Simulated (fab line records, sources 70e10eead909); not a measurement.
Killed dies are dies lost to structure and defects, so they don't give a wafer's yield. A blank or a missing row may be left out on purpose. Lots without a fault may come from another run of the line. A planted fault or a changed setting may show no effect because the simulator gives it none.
fab line records | flow nand_harc
record lots=12 wafers=36 last_day=24
route steps=1159 shown P_STI@100 P_GATE@124 END@1159
lots that met no fault: from a run of the same line without faults
start_h: hours from the record's first day to the start of the lot's first wafer shown | wait_h: hours since the lot's step before | " the same as in the row above | L1.1+2: a row that stands for several wafers | - no value, or no start given | * or withheld: withheld | < > ~ a bound
route shown NAME@n: a module of which the file shows steps, and the number in the route of the first | usual: mean/standard deviation of fault-free wafers | same: alike in all rows | chamber/n: place in a boat | sites: the reading at each site | _std_site: their standard deviation | _edge_site: outer sites' mean less inner sites' | radius_mm: how far each site lies from the wafer's centre | mask NAME#n: copy n | behind: the tool/chamber that last shaped the wafer | hold: why the lot was held/for how many hours/how that ended | device: the transistor (n, p or np) that didn't switch | end of line: the same wafers' tests at the end of the route | a step without rows: its recipe alone | killed: dies lost to structure and defects at the first sort, not the wafer's yield | map: a wafer's dies, x killed, . not, _ none there
set.NAME: the setting as run; set.NAME@STEP: as run at that earlier step | model.NAME: the simulator's own value behind a step, which no gauge read
steps of the route over a sample of lots; a table a step, a row a wafer
services: from which hour (start_h, from the record's first day; less than 0 if before it) a tool's chamber was out of use, for how many hours, and why
## steps
# step NHARC_P_STI_CMP_21
# recipe t_overpolish_s=20 target_thk_nm=380.67
# usual edge_zone_pressure_frac=1.000/0.0048 motor_current_A=12.6/1 overpolish_run_s=20.000/0.0092
# columns lot.wafer tool chamber start_h wait_h edge_zone_pressure_frac motor_current_A overpolish_run_s
L891.2 cmp-01 0 58.81 0.4 1.005 10.8 19.990
L891.4 " 1 " " 1.004 13.6 20.000
L891.1 " 2 " " 1.000 12.2 19.998
L895.2 cmp-03 2 79.20 0.4 0.998 12.7 19.992
L895.4 " 0 " " 1.006 12.3 20.001
L895.6 " 1 " " 1.007 13.4 20.016
L897.3 cmp-03 1 87.32 0.4 0.992 12.8 19.992
L897.4 " 0 " " 0.993 11.6 19.999
L897.6 " 2 " " 1.000 12.3 19.993
L896.4 cmp-04 1 87.34 0.4 1.000 11.5 19.986
L896.3 " 2 " " 1.000 14.1 19.993
L896.5 " 0 " " 1.002 12.5 19.992
L898.1 cmp-01 3 98.21 0.4 1.003 13.4 20.017
L898.4 " 1 " " 1.003 13.5 19.995
L898.5 " 2 " " 1.000 13.0 20.015
L899.1 cmp-03 1 104.70 0.4 1.002 12.9 20.014
L899.5 " 2 " " 1.015 13.1 20.005
L899.6 " 3 " " 0.999 12.5 19.999
L901.1 cmp-04 0 117.48 0.4 0.994 12.2 20.009
L901.4 " 1 " " 1.002 11.0 19.997
L901.5 " 0 " " 0.997 12.1 19.996
L902.4 cmp-03 0 117.48 0.4 0.995 11.1 19.998
L902.2 " 1 " " 0.996 13.4 20.003
L902.6 " 3 " " 0.995 12.5 20.004
L910.3 cmp-03 1 165.52 0.4 1.000 12.3 20.016
L910.6 " 3 " " 1.007 11.9 20.001
L910.5 " 0 " " 0.999 12.0 19.996
L912.3 cmp-03 3 181.84 1.3 1.006 13.0 19.991
L912.4 " 0 " " 0.988 12.1 19.998
L912.6 " 3 " " 1.009 13.0 19.991
L911.3 cmp-03 2 181.96 1.4 0.996 13.4 20.002
L911.4 " 3 " " 0.999 12.4 19.993
L911.2 " 0 " " 0.996 11.7 20.006
L914.3 cmp-01 0 194.73 0.4 0.996 11.2 20.021
L914.6 " 0 " " 0.994 10.6 19.997
L914.5 " 1 " " 1.004 13.6 20.002
# step NHARC_P_GATE_DESCUM_13
# recipe time_s=3 o2_flow_sccm=200 ar_flow_sccm=0 bias_power_w=0 chemistry=O2
# usual drypump_motor_current_A=5.6/0.43 oes_product_au=1.003/0.0079 rf_vpp_V=57.9/0.9 showerhead_plenum_p_Torr=1.94/0.082 throttle_valve_pct=11.311/0.0096
# same time_s=3
# columns lot.wafer tool chamber start_h wait_h drypump_motor_current_A oes_product_au rf_hours_counter_h rf_vpp_V showerhead_plenum_p_Torr throttle_valve_pct
L891.4 rie_diel-09 0 75.69 - 4.8 1.011 60 56.6 1.93 11.317
L891.2 " 1 " " 5.7 0.997 61 59.3 1.97 11.296
L891.1 " 2 " " 6.2 1.000 58 56.8 1.98 11.316
L895.2 rie_diel-11 2 93.37 - 5.4 0.988 14 58.1 2.01 11.319
L895.4 " 3 " " 5.6 1.004 14 57.6 2.05 11.306
L895.6 " 2 " " 5.4 0.992 - 57.9 2.01 11.304
L896.4 rie_diel-06 0 104.27 - 5.6 1.004 11 58.2 1.80 11.314
L896.3 " 1 " " 6.0 0.994 12 58.2 1.88 11.314
L896.5 " 0 " " 5.6 1.004 - 57.0 1.80 11.308
L897.4 rie_diel-09 0 104.47 - 4.8 1.000 6 57.1 1.93 11.305
L897.3 " 1 " " 5.8 1.019 5 57.6 1.97 11.321
L897.6 " 0 " " 4.8 1.003 - 57.8 1.93 11.327
L898.4 rie_diel-06 2 116.05 - 5.0 1.007 18 57.7 1.98 11.317
L898.1 " 1 " " 6.0 1.012 17 57.3 1.87 11.306
L898.5 " 3 " " 6.1 1.006 - 58.0 1.96 11.313
L899.1 rie_diel-06 3 124.00 - 6.1 1.009 20 58.2 1.96 11.321
L899.6 " 1 " " 6.0 0.990 - 57.0 1.87 11.324
L899.5 " 2 " " 5.0 1.010 - 59.1 1.98 11.310
L901.1 rie_diel-11 2 134.28 - 5.4 1.009 24 59.5 2.00 11.308
L901.4 " 3 " " 5.6 1.003 23 57.7 2.05 11.300
L901.5 " 2 " " 5.4 0.997 - 57.7 2.00 11.315
L902.4 rie_diel-11 3 134.44 - 5.6 0.992 23 58.7 2.05 11.302
L902.2 " 1 " " 5.7 1.003 22 59.6 2.00 11.298
L902.6 " 2 " " 5.4 0.993 - 57.6 2.00 11.307
L910.3 rie_diel-11 1 183.73 - 5.7 1.013 29 57.3 2.00 11.306
L910.6 " 0 " " 5.1 1.011 - 57.6 1.81 11.317
L910.5 " 1 " " 5.7 1.021 - 57.5 2.00 11.323
L911.4 rie_diel-11 3 198.71 - 5.6 1.011 0 60.0 2.05 11.334
L911.3 " 1 " " 5.7 1.013 0 59.1 2.00 11.305
L911.2 " 2 " " 5.4 1.003 0 59.4 2.00 11.312
L912.4 rie_diel-06 2 198.86 - 5.0 1.012 49 57.9 1.97 11.306
L912.3 " 3 " " 6.0 1.009 40 56.5 1.95 11.316
L912.6 " 2 " " 5.0 1.016 - 58.2 1.97 11.292
L914.3 rie_diel-06 0 213.63 - 5.6 1.010 51 57.2 1.79 11.296
L914.5 " 3 " " 6.1 1.004 - 58.3 1.95 11.300
L914.6 " 0 " " 5.6 1.004 - 57.6 1.79 11.329
# step NHARC_P_GATE_HM_DEP_102
# recipe target_thk_a=1200 temp_c=400 material=aC
# usual throttle_valve_pct=35.000/0.01
# columns lot.wafer tool chamber start_h wait_h throttle_valve_pct
L891.1 acl_dep-03 0 88.05 0.4 35.000
L891.2 " 0 " " 34.998
L891.4 " 0 " " 35.022
L895.2 acl_dep-01 0 106.36 0.5 34.998
L895.4 " 0 " " 34.989
L895.6 " 0 " " 34.980
L897.3 acl_dep-02 0 117.74 1.5 35.012
L897.4 " 0 " " 34.997
L897.6 " 0 " " 35.007
L896.3 acl_dep-02 0 118.38 2.1 35.010
L896.4 " 0 " " 35.018
L896.5 " 0 " " 35.002
L898.1 acl_dep-01 0 132.36 0.6 35.008
L898.4 " 0 " " 34.980
L898.5 " 0 " " 35.001
L899.1 acl_dep-02 0 136.35 0.4 35.022
L899.5 " 0 " " 34.999
L899.6 " 0 " " 35.011
L902.2 acl_dep-01 0 147.30 1.2 34.990
L902.4 " 0 " " 35.005
L902.6 " 0 " " 34.990
L901.1 acl_dep-02 0 147.40 1.3 34.996
L901.4 " 0 " " 35.001
L901.5 " 0 " " 35.001
L910.3 acl_dep-02 0 196.18 0.6 35.005
L910.5 " 0 " " 35.015
L910.6 " 0 " " 35.012
L911.2 acl_dep-03 0 211.21 0.5 34.991
L911.3 " 0 " " 34.999
L911.4 " 0 " " 35.008
L912.3 acl_dep-01 0 211.32 0.6 34.993
L912.4 " 0 " " 35.009
L912.6 " 0 " " 34.995
L914.3 acl_dep-02 0 226.52 1.2 35.006
L914.5 " 0 " " 35.004
L914.6 " 0 " " 35.004
# step NHARC_P_GATE_PEB_24
# recipe peb_temp_c=100 peb_time_s=65
# usual heater_power_total_W=156.7/0.42 plate_temp_C=100.03/0.13 resist_line_temp_C=23.02/0.096
# columns lot.wafer tool chamber start_h wait_h heater_power_total_W plate_temp_C resist_line_temp_C
L891.1 litho_track-06 0 89.34 0.1 156.1 99.87 22.97
L891.2 " 0 " " 156.8 99.96 23.07
L891.4 " 0 " " 157.1 99.94 23.17
L895.2 litho_track-01 0 107.39 0.1 156.0 100.17 23.12
L895.4 " 0 " " 156.0 100.23 23.08
L895.6 " 0 " " 157.0 100.24 23.08
L897.3 litho_track-01 0 118.87 0.1 157.0 100.28 23.20
L897.4 " 0 " " 156.7 100.22 23.13
L897.6 " 0 " " 155.9 100.14 23.03
L896.3 litho_track-01 0 119.73 0.0 156.2 99.90 22.96
L896.4 " 0 " " 156.7 99.88 23.03
L896.5 " 0 " " 157.1 100.02 23.05
L898.1 litho_track-06 0 133.49 0.1 157.1 100.13 23.16
L898.4 " 0 " " 157.1 100.00 23.01
L898.5 " 0 " " 156.4 99.85 23.12
L899.1 litho_track-04 0 137.62 0.1 156.6 100.03 22.95
L899.5 " 0 " " 156.7 100.09 22.93
L899.6 " 0 " " 155.9 100.12 22.94
L902.2 litho_track-04 0 148.45 0.1 157.2 100.07 23.15
L902.4 " 0 " " 157.2 100.09 22.91
L902.6 " 0 " " 157.2 99.97 22.87
L901.1 litho_track-06 0 148.71 0.1 156.7 100.05 23.06
L901.4 " 0 " " 156.7 100.24 22.84
L901.5 " 0 " " 157.1 99.91 23.00
L910.3 litho_track-06 0 197.26 0.1 124.7 85.33 23.07
L910.5 " 0 " " 124.6 85.13 23.06
L910.6 " 0 " " 125.0 85.10 23.05
L911.2 litho_track-06 0 212.25 0.1 125.1 84.93 23.02
L911.3 " 0 " " 124.6 85.06 23.13
L911.4 " 0 " " 124.7 85.11 23.01
L912.3 litho_track-01 0 212.40 0.0 157.1 100.08 22.74
L912.4 " 0 " " 157.2 100.09 22.81
L912.6 " 0 " " 156.8 100.05 23.01
L914.3 litho_track-04 0 227.56 0.0 156.0 100.05 23.03
L914.5 " 0 " " 157.1 100.01 22.89
L914.6 " 0 " " 156.9 100.03 22.94
# step NHARC_P_GATE_CD_MEAS_26
# recipe target_cd_nm=120 landing_energy_ev=500
# usual cd_nm=120.2/0.6
# columns lot.wafer tool chamber start_h wait_h cd_nm
L891.1 cd_sem-03 0 89.42 - 121.0
L891.2 " 0 " " 120.8
L891.4 " 0 " " 119.9
L895.2 cd_sem-03 0 107.47 - 119.9
L895.4 " 0 " " 120.2
L895.6 " 0 " " 120.3
L897.3 cd_sem-03 0 118.96 - 120.0
L897.4 " 0 " " 120.0
L897.6 " 0 " " 120.9
L896.3 cd_sem-03 0 119.81 - 120.4
L896.4 " 0 " " 120.9
L896.5 " 0 " " 119.8
L898.1 cd_sem-03 0 133.57 - 120.7
L898.4 " 0 " " 120.3
L898.5 " 0 " " 121.0
L899.1 cd_sem-02 0 137.70 - 120.3
L899.5 " 0 " " 120.4
L899.6 " 0 " " 120.2
L902.2 cd_sem-02 0 148.53 - 120.0
L902.4 " 0 " " 119.5
L902.6 " 0 " " 119.9
L901.1 cd_sem-01 0 148.79 - 120.8
L901.4 " 0 " " 119.4
L901.5 " 0 " " 119.9
L910.3 cd_sem-01 0 197.34 - 205.5
L910.5 " 0 " " 207.1
L910.6 " 0 " " 206.3
L911.2 cd_sem-02 0 212.33 - 204.6
L911.3 " 0 " " 205.9
L911.4 " 0 " " 205.2
L912.3 cd_sem-03 0 212.48 - 120.5
L912.4 " 0 " " 120.3
L912.6 " 0 " " 120.5
L914.3 cd_sem-01 0 227.65 - 120.2
L914.5 " 0 " " 119.3
L914.6 " 0 " " 119.7
# step NHARC_END_SORT_01
# recipe temp_c=25
# usual killed_at_array=26/11 killed_at_other=0.6/1 killed_at_periphery=3.1/2.1 killed_dies=30/11 killed_open=3.4/1.8 killed_short=2.1/1.5
# same gross_dies=677
# columns lot.wafer tool chamber start_h wait_h killed_at_array killed_at_other killed_at_periphery killed_dies killed_open killed_short
L891.1 prober-01 0 457.42 2.5 24 0 5 29 6 1
L891.2 prober-01 0 458.21 2.8 37 1 1 39 4 2
L891.4 prober-01 0 459.80 3.4 24 0 2 26 4 1
L896.3 prober-02 0 466.75 3.1 15 0 4 19 3 3
L896.4 prober-02 0 467.55 3.4 24 2 8 34 6 1
L896.5 prober-02 0 468.35 3.7 22 0 5 27 2 2
L902.2 prober-02 0 495.37 2.8 31 2 2 35 2 4
L902.4 prober-02 0 496.97 3.4 19 0 6 25 3 2
L902.6 prober-02 0 498.58 4.0 34 1 5 40 5 5
L901.1 prober-02 0 502.39 2.5 24 0 3 27 5 2
L901.4 prober-02 0 504.76 3.4 25 1 7 33 5 5
L901.5 prober-02 0 505.55 3.7 21 0 1 22 3 0
L910.3 prober-01 0 550.04 3.1 55 0 622 677 4 1
L910.5 prober-01 0 551.63 3.7 45 3 629 677 4 0
L910.6 prober-01 0 552.43 4.0 45 0 632 677 0 0
L911.2 prober-01 0 562.60 2.8 24 1 652 677 7 4
L911.3 prober-01 0 563.40 3.1 20 0 657 677 3 5
L911.4 prober-01 0 564.20 3.4 19 0 658 677 3 0
# killed by level:class
L891.1 A_CHANNEL_HOLE_D1:chamber_film_flake=10 A_CONTACT:geometric_particle:open=4 P_GATE:chamber_film_flake=3 A_SLIT:chamber_film_flake=3 A_CONTACT:chamber_film_flake=3 P_M1:geometric_particle:open=1 A_SOURCE_PLATE:geometric_particle:short=1 A_M0:geometric_particle:open=1
L891.2 A_CHANNEL_HOLE_D1:chamber_film_flake=17 A_WL_FILL:chamber_film_flake=5 A_CONTACT:chamber_film_flake=4 A_SLIT:chamber_film_flake=3 A_STAIRCASE:chamber_film_flake=2 P_M1:geometric_particle:open=1 A_ONON_D1:geometric_particle:short=1 A_CHANNEL_FILL_D1:geometric_particle:open=1
L891.4 A_CHANNEL_HOLE_D1:chamber_film_flake=13 A_SLIT:chamber_film_flake=3 A_CONTACT:geometric_particle:open=2 A_WL_FILL:chamber_film_flake=2 P_M0:geometric_particle:open=1 A_CONTACT:geometric_particle:short=1 A_BLC:geometric_particle:open=1 P_GATE:chamber_film_flake=1
L896.3 A_SLIT:chamber_film_flake=7 A_CONTACT:geometric_particle:open=2 P_M1:chamber_film_flake=2 A_STAIRCASE:chamber_film_flake=2 P_M1:geometric_particle:short=1 A_CHANNEL_HOLE_D1:geometric_particle:open=1 A_CHANNEL_FILL_D1:geometric_particle:short=1 A_M1:geometric_particle:short=1
L896.4 A_SLIT:chamber_film_flake=12 P_BONDPAD:chamber_film_flake=4 A_CONTACT:geometric_particle:open=3 A_CHANNEL_HOLE_D1:chamber_film_flake=3 A_SGD_CUT:geometric_particle:open=2 P_ZERO_WELL:chamber_film_flake=2 A_CONTACT:chamber_film_flake=2 THIN_TSV:chamber_film_flake=2
L896.5 A_SLIT:chamber_film_flake=9 A_CHANNEL_HOLE_D1:chamber_film_flake=5 P_ZERO_WELL:chamber_film_flake=3 A_CONTACT:chamber_film_flake=3 A_CHANNEL_HOLE_D1:geometric_particle:short=1 A_CHANNEL_HOLE_D1:geometric_particle:open=1 A_CHANNEL_FILL_D1:geometric_particle:short=1 A_CHANNEL_FILL_D1:geometric_particle:open=1
L902.2 A_CONTACT:chamber_film_flake=15 A_CHANNEL_HOLE_D1:chamber_film_flake=6 A_CHANNEL_HOLE_D1:geometric_particle:open=2 A_CHANNEL_FILL_D1:geometric_particle:short=2 A_STAIRCASE:chamber_film_flake=2 A_SGD_CUT:geometric_particle:short=1 P_GATE:chamber_film_flake=1 P_CONTACT:chamber_film_flake=1
L902.4 A_CONTACT:chamber_film_flake=9 A_CHANNEL_HOLE_D1:chamber_film_flake=3 P_GATE:chamber_film_flake=2 P_CONTACT:chamber_film_flake=2 A_WL_FILL:chamber_film_flake=2 P_GATE:geometric_particle:open=1 A_CHANNEL_FILL_D1:chamber_film_flake=1 P_M2:geometric_particle:open=1
L902.6 A_CONTACT:chamber_film_flake=13 A_CHANNEL_HOLE_D1:chamber_film_flake=6 A_STAIRCASE:chamber_film_flake=4 A_WL_FILL:chamber_film_flake=3 A_CHANNEL_FILL_D1:geometric_particle:short=2 P_GATE:geometric_particle:open=1 P_M0:geometric_particle:short=1 P_M1:geometric_particle:open=1
L901.1 A_CHANNEL_HOLE_D1:chamber_film_flake=17 P_CONTACT:geometric_particle:short=1 P_M2:geometric_particle:open=1 A_SOURCE_PLATE:geometric_particle:open=1 A_CHANNEL_FILL_D1:geometric_particle:open=1 A_CHANNEL_FILL_D1:geometric_particle:short=1 A_CONTACT:geometric_particle:open=1 A_BLC:geometric_particle:open=1
L901.4 A_CHANNEL_HOLE_D1:chamber_film_flake=13 P_ZERO_WELL:chamber_film_flake=4 A_CHANNEL_FILL_D1:chamber_film_flake=3 A_CONTACT:geometric_particle:open=2 P_CONTACT:geometric_particle:open=1 P_M2:geometric_particle:open=1 A_SOURCE_PLATE:geometric_particle:short=1 A_ONON_D1:geometric_particle:short=1
L901.5 A_CHANNEL_HOLE_D1:chamber_film_flake=15 A_M0:geometric_particle:open=2 A_CONTACT:chamber_film_flake=2 A_CHANNEL_FILL_D1:geometric_particle:open=1 P_ZERO_WELL:chamber_film_flake=1 A_WL_FILL:chamber_film_flake=1
L910.3 P_GATE:area_peb=619 A_CHANNEL_HOLE_D1:chamber_film_flake=21 A_SLIT:chamber_film_flake=20 A_STAIRCASE:chamber_film_flake=4 A_ONON_D1:geometric_particle:open=2 P_CONTACT:chamber_film_flake=2 A_CONTACT:chamber_film_flake=2 A_M1:chamber_film_flake=2
L910.5 P_GATE:area_peb=628 A_SLIT:chamber_film_flake=18 A_CHANNEL_HOLE_D1:chamber_film_flake=18 A_CONTACT:chamber_film_flake=4 THIN_TSV:chamber_film_flake=3 A_ONON_D1:geometric_particle:open=1 A_BLC:geometric_particle:open=1 A_M0:geometric_particle:open=1
L910.6 P_GATE:area_peb=626 A_SLIT:chamber_film_flake=21 A_CHANNEL_HOLE_D1:chamber_film_flake=17 A_CONTACT:chamber_film_flake=6 P_CONTACT:chamber_film_flake=4 P_GATE:chamber_film_flake=1 P_BONDPAD:chamber_film_flake=1 A_ZERO_WELL:chamber_film_flake=1
L911.2 P_GATE:area_peb=650 A_CHANNEL_HOLE_D1:chamber_film_flake=5 A_CONTACT:geometric_particle:open=3 A_STAIRCASE:chamber_film_flake=3 A_CONTACT:chamber_film_flake=3 P_CONTACT:geometric_particle:short=1 A_ONON_D1:geometric_particle:short=1 A_CHANNEL_HOLE_D1:geometric_particle:short=1
L911.3 P_GATE:area_peb=650 A_CHANNEL_HOLE_D1:chamber_film_flake=8 A_STAIRCASE:chamber_film_flake=5 P_GATE:chamber_film_flake=3 A_CONTACT:geometric_particle:open=2 A_CONTACT:chamber_film_flake=2 P_GATE:geometric_particle:open=1 P_GATE:geometric_particle:short=1
L911.4 P_GATE:area_peb=655 A_CHANNEL_HOLE_D1:chamber_film_flake=7 A_CONTACT:chamber_film_flake=6 A_CONTACT:geometric_particle:open=2 P_ZERO_WELL:chamber_film_flake=2 A_SLIT:chamber_film_flake=2 A_WL_FILL:geometric_particle:open=1 P_GATE:chamber_film_flake=1
## services
# columns tool chamber start_h hours kind
rie_diel-11 1 39.34 4.9 repair
acl_dep-03 - 43.65 13.0 pm
rie_diel-11 0 49.92 21.8 repair
rie_diel-06 - 64.20 9.0 pm
cmp-01 - 78.54 3.2 repair
cmp-01 - 81.75 4.0 pm
cmp-01 - 86.07 0.6 repair
litho_track-01 - 93.00 7.0 pm
cmp-03 - 95.48 1.1 repair
rie_diel-06 0 101.13 2.3 repair
acl_dep-01 - 112.98 13.0 pm
litho_track-06 - 117.00 7.0 pm
cmp-03 - 130.83 4.0 pm
litho_track-04 - 141.00 7.0 pm
acl_dep-02 - 154.67 5.7 repair
acl_dep-01 - 154.79 0.9 repair
rie_diel-06 3 166.94 16.7 repair
acl_dep-02 - 169.20 13.0 pm
cmp-01 - 179.75 4.0 pm
cmp-03 - 180.78 1.0 repair
rie_diel-11 - 189.50 9.0 pm
rie_diel-11 - 210.24 0.9 repair
cmp-03 - 212.36 3.8 repair
cmp-03 - 225.60 2.4 repair
## key
first_sign step=NHARC_P_GATE_PEB_24 reading=plate_temp_C direction=down sigmas=99+ usual=* struck=*
effect step=NHARC_P_GATE_PEB_24 reading=heater_power_total_W direction=down sigmas=76 usual=* struck=*
effect step=NHARC_P_GATE_CD_MEAS_26 reading=cd_nm direction=up sigmas=99+ usual=120.2 struck=205.8
effect step=NHARC_END_SORT_01 reading=killed_at_periphery direction=up sigmas=99+ usual=3.1 struck=641.7
more_kills_born_at NHARC_P_GATE_PEB_24@litho_track-06=3828
met_at NHARC_P_GATE_PEB_24
struck_lots L910,L911
later_rows_left_out L910.3,L910.5,L910.6,L911.2,L911.3,L911.4
tester_left_out L910,L911
not_acting_at NHARC_P_STI_CMP_21,NHARC_P_GATE_DESCUM_13,NHARC_P_GATE_HM_DEP_102
onset_between 148.71 197.26
fault kind=process_parameter_drift tool=litho_track-06 chamber=- onset_h=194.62 steps=NHARC_P_GATE_PEB_24 channel=peb_temp_c offset=* shape=step end_h=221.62 acts_in=* stated=*
# tester_left_out: of these lots the tester's yield and bins aren't shown, on N5 and GAA mostly nor the transistor test; their killed dies are dies lost to structure and defects alone, not to doping, threshold or leakage, so they don't give the yield
# later_rows_left_out: the simulator's readings of these wafers behind a module that went badly wrong aren't trusted and aren't shown, but for the sort
